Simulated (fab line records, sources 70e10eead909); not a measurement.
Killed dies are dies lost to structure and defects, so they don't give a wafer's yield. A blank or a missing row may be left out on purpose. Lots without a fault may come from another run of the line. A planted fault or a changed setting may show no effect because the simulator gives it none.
Chamber matching | flow nand_harc | NHARC_A_CONTACT_ETCH_106 on rie_diel-12: 4 sister chambers
The step etches the open film in CF4/O2, target depth 90 nm, overetch 9 nm, time 49.5 s. 14 wafers are shown with their chamber, then 6 later ones without.

WAFERS WITH THEIR CHAMBER
wafer  | chamber | showerhead_plenum_p_Torr (Torr) | drypump_motor_current_A (A) | rf_vpp_V (V)
L211.1 | 1       | 1.39                            | 5.33                        | 200.1
L211.4 | 3       | 1.30                            | 5.84                        | 198.8
L211.5 | 1       | 1.39                            | 5.33                        | 198.9
L213.2 | 2       | 1.38                            | 5.88                        | 199.6
L213.3 | 1       | 1.39                            | 5.34                        | 199.4
L213.5 | 3       | 1.30                            | 5.83                        | 199.2
L215.1 | 2       | 1.38                            | 5.90                        | 199.4
L215.4 | 0       | 1.24                            | 5.36                        | 196.7
L215.6 | 1       | 1.39                            | 5.36                        | 200.1
L221.2 | 1       | 1.39                            | 5.34                        | 198.9
L221.3 | 2       | 1.38                            | 5.88                        | 197.9
L221.6 | 1       | 1.39                            | 5.36                        | 199.6
L227.4 | 2       | 1.38                            | 5.88                        | 199.3
L227.5 | 1       | 1.38                            | 5.35                        | 198.5

SIGNATURES (means of the wafers above)
reading                  | chamber 0 | chamber 1 | chamber 2 | chamber 3 | scatter within a chamber
showerhead_plenum_p_Torr | 1.2400    | 1.3886    | 1.3800    | 1.3000    | 0.00293
drypump_motor_current_A  | 5.3600    | 5.3443    | 5.8850    | 5.8350    | 0.0115
rf_vpp_V                 | 196.700   | 199.357   | 199.050   | 199.000   | 0.649
Rule: a wafer's distance from a chamber is the root of the sum, over the readings, of the square of ((its reading less the chamber's mean) divided by the reading's scatter). The wafer belongs to the nearest chamber; if the next one is less than 2 further off, it can't be placed. The scatter: the root of (the sum of the squares of (reading less its chamber's mean) over the shown wafers, divided by (wafers less chambers)).

WAFERS WITHOUT THEIR CHAMBER
wafer  | showerhead_plenum_p_Torr (Torr) | drypump_motor_current_A (A) | rf_vpp_V (V)
L230.2 | 1.38                            | 5.90                        | 198.2
L230.3 | 1.29                            | 5.82                        | 196.6
L230.6 | 1.38                            | 5.88                        | 197.9
L232.2 | 1.29                            | 5.81                        | 196.3
L232.4 | 1.24                            | 5.36                        | 195.3
L232.5 | 1.38                            | 5.33                        | 198.7

WHICH CHAMBER EACH WENT THROUGH
wafer  | from the rows above | in truth
L230.2 | 2                   | 2
L230.3 | 3                   | 3
L230.6 | 2                   | 2
L232.2 | 3                   | 3
L232.4 | 0                   | 0
L232.5 | 1                   | 1
Placed correctly: 6 of 6. Can't be placed from these rows: 0. Placed wrongly: 0.
